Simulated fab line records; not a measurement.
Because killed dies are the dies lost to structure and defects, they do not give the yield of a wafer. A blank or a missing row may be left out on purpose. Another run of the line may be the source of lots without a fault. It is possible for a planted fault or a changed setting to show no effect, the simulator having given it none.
Split-lot study || flow n5-finfet || 39 wafers read across 7 lots, on a route 1938 steps long

## SPLIT DETAILS
At N5_SD_EPI_P_EXPOSE_06 (exposes mask SD P BLK, target cd 240 nm), the setting dose-mj was moved away from the recipe's 39.5 on 15 of the 39 wafers read, by -4.1% to +6.7%. The other wafers ran this setting at the recipe's value.

## FROM THE SPLIT TO THE READING: what the file shows between them, 2 steps
- N5_SD_EPI_P_PEB_07: peb time 60 s
- N5_SD_EPI_P_DEVELOP_08: develop time 30 s

## THE READING
At N5_SD_EPI_P_CD_MEAS_09: cd-nm in nanometres, against a target cd of 240 nm. Fault-free wafers of this fab line usually give 240.2 nm, standard deviation 0.91 nm.

{"wafer": "L074.1", "tool, chamber at the split": "arfi-scanner-03, 0", "dose-mj as run": 40.92, "against the recipe": "+3.6%", "cd-nm, nm": 242.3, "against lot-mates on the recipe": "+2.0"}
{"wafer": "L074.2", "tool, chamber at the split": "arfi-scanner-03, 0", "dose-mj as run": 39.5, "against the recipe": "recipe", "cd-nm, nm": 239.1, "against lot-mates on the recipe": "-"}
{"wafer": "L074.3", "tool, chamber at the split": "arfi-scanner-03, 0", "dose-mj as run": 39.5, "against the recipe": "recipe", "cd-nm, nm": 240.7, "against lot-mates on the recipe": "-"}
{"wafer": "L074.4", "tool, chamber at the split": "arfi-scanner-03, 0", "dose-mj as run": 40.92, "against the recipe": "+3.6%", "cd-nm, nm": 242.2, "against lot-mates on the recipe": "+1.9"}
{"wafer": "L074.5", "tool, chamber at the split": "arfi-scanner-03, 0", "dose-mj as run": 39.5, "against the recipe": "recipe", "cd-nm, nm": 241.0, "against lot-mates on the recipe": "-"}
{"wafer": "L074.6", "tool, chamber at the split": "arfi-scanner-03, 0", "dose-mj as run": 40.92, "against the recipe": "+3.6%", "cd-nm, nm": 242.9, "against lot-mates on the recipe": "+2.6"}
{"wafer": "L075.1", "tool, chamber at the split": "arfi-scanner-03, 0", "dose-mj as run": 42.1, "against the recipe": "+6.6%", "cd-nm, nm": 243.8, "against lot-mates on the recipe": "+3.9"}
{"wafer": "L075.2", "tool, chamber at the split": "arfi-scanner-03, 0", "dose-mj as run": 42.1, "against the recipe": "+6.6%", "cd-nm, nm": 243.8, "against lot-mates on the recipe": "+3.9"}
{"wafer": "L075.3", "tool, chamber at the split": "arfi-scanner-03, 0", "dose-mj as run": 39.5, "against the recipe": "recipe", "cd-nm, nm": 239.6, "against lot-mates on the recipe": "-"}
{"wafer": "L075.4", "tool, chamber at the split": "arfi-scanner-03, 0", "dose-mj as run": 39.5, "against the recipe": "recipe", "cd-nm, nm": 239.7, "against lot-mates on the recipe": "-"}
{"wafer": "L075.5", "tool, chamber at the split": "arfi-scanner-03, 0", "dose-mj as run": 39.5, "against the recipe": "recipe", "cd-nm, nm": 240.3, "against lot-mates on the recipe": "-"}
{"wafer": "L075.6", "tool, chamber at the split": "arfi-scanner-03, 0", "dose-mj as run": 42.1, "against the recipe": "+6.6%", "cd-nm, nm": 244.1, "against lot-mates on the recipe": "+4.2"}
{"wafer": "L081.1", "tool, chamber at the split": "arfi-scanner-03, 0", "dose-mj as run": 39.5, "against the recipe": "recipe", "cd-nm, nm": 240.6, "against lot-mates on the recipe": "-"}
{"wafer": "L081.2", "tool, chamber at the split": "arfi-scanner-03, 0", "dose-mj as run": 39.5, "against the recipe": "recipe", "cd-nm, nm": 239.6, "against lot-mates on the recipe": "-"}
{"wafer": "L081.3", "tool, chamber at the split": "arfi-scanner-03, 0", "dose-mj as run": 39.5, "against the recipe": "recipe", "cd-nm, nm": 240.4, "against lot-mates on the recipe": "-"}
{"wafer": "L081.4", "tool, chamber at the split": "arfi-scanner-03, 0", "dose-mj as run": 39.5, "against the recipe": "recipe", "cd-nm, nm": 240.3, "against lot-mates on the recipe": "-"}
{"wafer": "L081.5", "tool, chamber at the split": "arfi-scanner-03, 0", "dose-mj as run": 39.5, "against the recipe": "recipe", "cd-nm, nm": 241.3, "against lot-mates on the recipe": "-"}
{"wafer": "L081.6", "tool, chamber at the split": "arfi-scanner-03, 0", "dose-mj as run": 39.5, "against the recipe": "recipe", "cd-nm, nm": 241.0, "against lot-mates on the recipe": "-"}
{"wafer": "L083.1", "tool, chamber at the split": "arfi-scanner-02, 0", "dose-mj as run": 42.14, "against the recipe": "+6.7%", "cd-nm, nm": 245.3, "against lot-mates on the recipe": "+4.5"}
{"wafer": "L083.2", "tool, chamber at the split": "arfi-scanner-02, 0", "dose-mj as run": 39.5, "against the recipe": "recipe", "cd-nm, nm": 240.6, "against lot-mates on the recipe": "-"}
{"wafer": "L083.3", "tool, chamber at the split": "arfi-scanner-02, 0", "dose-mj as run": 42.14, "against the recipe": "+6.7%", "cd-nm, nm": 246.9, "against lot-mates on the recipe": "+6.1"}
{"wafer": "L083.4", "tool, chamber at the split": "arfi-scanner-02, 0", "dose-mj as run": 42.14, "against the recipe": "+6.7%", "cd-nm, nm": 245.1, "against lot-mates on the recipe": "+4.3"}
{"wafer": "L083.5", "tool, chamber at the split": "arfi-scanner-02, 0", "dose-mj as run": 39.5, "against the recipe": "recipe", "cd-nm, nm": 241.1, "against lot-mates on the recipe": "-"}
{"wafer": "L083.6", "tool, chamber at the split": "arfi-scanner-02, 0", "dose-mj as run": 39.5, "against the recipe": "recipe", "cd-nm, nm": 240.7, "against lot-mates on the recipe": "-"}
{"wafer": "L085.1", "tool, chamber at the split": "arfi-scanner-01, 0", "dose-mj as run": 39.5, "against the recipe": "recipe", "cd-nm, nm": 239.8, "against lot-mates on the recipe": "-"}
{"wafer": "L085.2", "tool, chamber at the split": "arfi-scanner-01, 0", "dose-mj as run": 39.5, "against the recipe": "recipe", "cd-nm, nm": 241.0, "against lot-mates on the recipe": "-"}
{"wafer": "L085.3", "tool, chamber at the split": "arfi-scanner-01, 0", "dose-mj as run": 37.88, "against the recipe": "-4.1%", "cd-nm, nm": 238.1, "against lot-mates on the recipe": -2.4}
{"wafer": "L085.4", "tool, chamber at the split": "arfi-scanner-01, 0", "dose-mj as run": 39.5, "against the recipe": "recipe", "cd-nm, nm": 240.6, "against lot-mates on the recipe": "-"}
{"wafer": "L085.5", "tool, chamber at the split": "arfi-scanner-01, 0", "dose-mj as run": 37.88, "against the recipe": "-4.1%", "cd-nm, nm": 237.2, "against lot-mates on the recipe": -3.3}
{"wafer": "L085.6", "tool, chamber at the split": "arfi-scanner-01, 0", "dose-mj as run": 37.88, "against the recipe": "-4.1%", "cd-nm, nm": 237.4, "against lot-mates on the recipe": -3.1}
{"wafer": "L093.1", "tool, chamber at the split": "arfi-scanner-03, 0", "dose-mj as run": 38.34, "against the recipe": "-2.9%", "cd-nm, nm": 239.3, "against lot-mates on the recipe": -0.9}
{"wafer": "L093.2", "tool, chamber at the split": "arfi-scanner-03, 0", "dose-mj as run": 39.5, "against the recipe": "recipe", "cd-nm, nm": 240.2, "against lot-mates on the recipe": "-"}
{"wafer": "L093.3", "tool, chamber at the split": "arfi-scanner-03, 0", "dose-mj as run": 38.34, "against the recipe": "-2.9%", "cd-nm, nm": 237.6, "against lot-mates on the recipe": -2.6}
{"wafer": "L093.4", "tool, chamber at the split": "arfi-scanner-03, 0", "dose-mj as run": 39.5, "against the recipe": "recipe", "cd-nm, nm": 240.3, "against lot-mates on the recipe": "-"}
{"wafer": "L093.5", "tool, chamber at the split": "arfi-scanner-03, 0", "dose-mj as run": 39.5, "against the recipe": "recipe", "cd-nm, nm": 240.2, "against lot-mates on the recipe": "-"}
{"wafer": "L093.6", "tool, chamber at the split": "arfi-scanner-03, 0", "dose-mj as run": 38.34, "against the recipe": "-2.9%", "cd-nm, nm": 238.2, "against lot-mates on the recipe": -2.0}
{"wafer": "L096.1", "tool, chamber at the split": "arfi-scanner-02, 0", "dose-mj as run": 39.5, "against the recipe": "recipe", "cd-nm, nm": 239.2, "against lot-mates on the recipe": "-"}
{"wafer": "L096.2", "tool, chamber at the split": "arfi-scanner-02, 0", "dose-mj as run": 39.5, "against the recipe": "recipe", "cd-nm, nm": 239.8, "against lot-mates on the recipe": "-"}
{"wafer": "L096.5", "tool, chamber at the split": "arfi-scanner-02, 0", "dose-mj as run": 39.5, "against the recipe": "recipe", "cd-nm, nm": 239.5, "against lot-mates on the recipe": "-"}

FIT RESULTS
A straight line over all 39 wafers: cd-nm changes by +0.673 nm for each +1% of dose-mj; r = +0.95; the points scatter about the line by 0.7 nm.
The same after taking each lot's own level away (the mean of its wafers on the recipe; 39 wafers): +0.674 nm for each +1%; r = +0.97; scatter 0.54 nm.
That fit puts the effect of the largest move of dose-mj on the reading at 4.5 nm.
Across the lots, their own levels run from 239.50 to 240.80 nm, a range of 1.4 times the standard deviation given above.
The two slopes agree, so the slope changes little with the lot-to-lot level.
Check: for one of the wafers moved furthest among these (+6.7%), held out of the fit, the line's prediction against its lot-mates is +4.49 nm. It came out at +4.5 nm against them.

## ADDITIONAL SPLITS CARRIED BY THESE WAFERS
These wafers also went through other splits before the reading. Each is held against what the fit with the lots' levels taken away leaves over:
{"other split on the same wafers": "N5_DUMMY_GATE_ETCH_37 source-w", "wafers away from the commonest value": 18, "r with cd-nm (lot level and that fit taken away)": "+0.15"}
{"other split on the same wafers": "N5_DUMMY_GATE_ETCH_32 time-s", "wafers away from the commonest value": 18, "r with cd-nm (lot level and that fit taken away)": -0.06}
{"other split on the same wafers": "N5_SD_EPI_N_EPI_21 pressure-torr", "wafers away from the commonest value": 24, "r with cd-nm (lot level and that fit taken away)": "+0.12"}

## THE WHOLE CHAIN: every reading that the file lists as answering this split, in the file's order
{"step": "N5_SD_EPI_P_CD_MEAS_09", "what it does": "target cd 240 nm", "reading": "cd-nm", "change (the file's fit)": "+0.673 nm for each +1% of the setting", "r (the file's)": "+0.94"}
{"step": "N5_SD_EPI_P_DESCUM_14", "what it does": "chemistry O2, time 7.9 s", "reading": "SD_EPI_P.cd-nm (the simulator's own value, which no gauge read)", "change (the file's fit)": "+0.646 nm for each +1% of the setting", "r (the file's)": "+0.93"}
{"step": "N5_SD_EPI_P_ETCH_36", "what it does": "etches SiARC in CF4, target depth 45.5 nm, time 75.8 s", "reading": "SD_EPI_P.cd-nm (the simulator's own value, which no gauge read)", "change (the file's fit)": "+0.644 nm for each +1% of the setting", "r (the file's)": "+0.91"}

## THE FILE'S OWN FIT
cd-nm changes by +0.673 nm for each +1% of dose-mj, r = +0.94.
